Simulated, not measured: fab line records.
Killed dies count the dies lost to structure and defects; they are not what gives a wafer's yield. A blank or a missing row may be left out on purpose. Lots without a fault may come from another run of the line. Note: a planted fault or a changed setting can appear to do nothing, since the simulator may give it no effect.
Comparing a struck lot with a sound one ; flow nandHarc ; 32 steps out of a route of 1159
Sound: wafers L365.1, L365.4, L365.6. Struck: wafer L373.1 (L373.4, L373.6, from the same lot, were not struck and are left out); the cause is given at the end.
Per side, at each step with rows, come the tool, then ch with its chambers, and then its first start. Under that, the readings that differ: sound wafers ; struck wafers ; difference of the means ; sigmas: that difference in standard deviations of wafers without a fault.
alike: readings whose means differ by less than 2 such deviations, and words and numbers that are the same on both sides. not compared: withheld readings, readings that some wafer has no value for, bounds like >300 that may hide the same value, and numbers for which the record gives no deviation and whose values overlap.
A row with sigmas, a row that says differs or no value, or rows on one side alone: a step with any of these is where the two part. When numbers do not overlap yet have no deviation, they are printed without sigmas and do not part them. A reading that every wafer of one side lacks parts them only if that side has two wafers or more.

first, 5 steps without rows for these wafers: NHARC_A_ONON_D1_DEP_19 (target thk 1000 nm); NHARC_A_ONON_D1_DEP_22 (target thk 1000 nm); NHARC_A_ONON_D1_DEP_25 (target thk 1000 nm); NHARC_A_ONON_D1_DEP_28 (target thk 1000 nm); NHARC_A_ONON_D1_DEP_33 (deposits SiO2, target thk 200 nm).
NHARC_A_CHANNEL_HOLE_D1_DEP_00: deposits aC, target thk 3100 nm.
  sound on aclDep-01 ch 0, day 8 16:54; struck on aclDep-02 ch 0, day 10 03:41
  alike: throttleValvePct
then, 25 steps without rows for these wafers: NHARC_A_CHANNEL_HOLE_D1_DEP_01 (deposits SiON, target thk 140 nm); NHARC_A_CHANNEL_HOLE_D1_DEHYDRATE_02 (time 120 s); NHARC_A_CHANNEL_HOLE_D1_HMDS_03 (time 30 s); NHARC_A_CHANNEL_HOLE_D1_COAT_36 (time 75 s); NHARC_A_CHANNEL_HOLE_D1_COAT_37 (time 65 s); NHARC_A_CHANNEL_HOLE_D1_COAT_04 (resist thk 90 nm); NHARC_A_CHANNEL_HOLE_D1_SOFTBAKE_05 (time 55 s); NHARC_A_CHANNEL_HOLE_D1_EBR_06; NHARC_A_CHANNEL_HOLE_D1_EXPOSE_07 (exposes mask HOLE D1, target cd 100 nm); NHARC_A_CHANNEL_HOLE_D1_PEB_08 (peb time 65 s); NHARC_A_CHANNEL_HOLE_D1_DEVELOP_09 (develop time 35 s); NHARC_A_CHANNEL_HOLE_D1_DESCUM_15 (chemistry O2, time 3 s); NHARC_A_CHANNEL_HOLE_D1_ETCH_38 (etches the open film in CF4, target depth 39 nm, time 65 s); NHARC_A_CHANNEL_HOLE_D1_ETCH_39 (etches the open film in N2/H2, target depth 260 nm, time 325 s); NHARC_A_CHANNEL_HOLE_D1_ETCH_34 (etches the open film in CF4/CHF3, target depth 154 nm, time 77 s); NHARC_A_CHANNEL_HOLE_D1_ETCH_16 (etches the open film in O2/COS, target depth 3100 nm, time 806 s); NHARC_A_CHANNEL_HOLE_D1_ETCH_19 (etches the open film in C4F8/O2/Ar, time 34.5 s); NHARC_A_CHANNEL_HOLE_D1_ETCH_20 (etches the open film in C4F8/O2/Ar, time 361.9 s, target depth 1600 nm); NHARC_A_CHANNEL_HOLE_D1_ETCH_21 (etches the open film in C4F8/O2/Ar, time 514.3 s, target depth 1600 nm); NHARC_A_CHANNEL_HOLE_D1_ETCH_22 (etches the open film in C4F8/O2/Ar, time 666.7 s, target depth 1600 nm); NHARC_A_CHANNEL_HOLE_D1_ETCH_23 (etches the open film in C4F8/O2/Ar, time 819 s, target depth 1600 nm); NHARC_A_CHANNEL_HOLE_D1_ETCH_24 (etches the open film in C4F8/O2/Ar, time 906.2 s, target depth 1500 nm); NHARC_A_CHANNEL_HOLE_D1_ETCH_25 (etches the open film in C4F8/O2/Ar, time 1040.2 s, target depth 1500 nm); NHARC_A_CHANNEL_HOLE_D1_ETCH_26 (etches the open film in C4F8/O2/Ar, time 224.1 s, target depth 300 nm); NHARC_A_CHANNEL_HOLE_D1_ETCH_33 (etches the open film in C4F8/O2/Ar, time 90 s, target depth 400 nm).
-- jump in the record: it breaks off in module A_CHANNEL_HOLE_D1 and resumes in module END (first step shown: number 1159 of the route), and 12 days separate the struck wafers' starts before and after --
NHARC_END_SORT_01:
  only the struck wafers appear in the record here, on prober-02 ch 0 at day 21 17:26; the sound ones have no rows

== WHERE THEY PART ==
Only at NHARC_END_SORT_01, as far as this record shows.

WHY: whatever the simulator had introduced
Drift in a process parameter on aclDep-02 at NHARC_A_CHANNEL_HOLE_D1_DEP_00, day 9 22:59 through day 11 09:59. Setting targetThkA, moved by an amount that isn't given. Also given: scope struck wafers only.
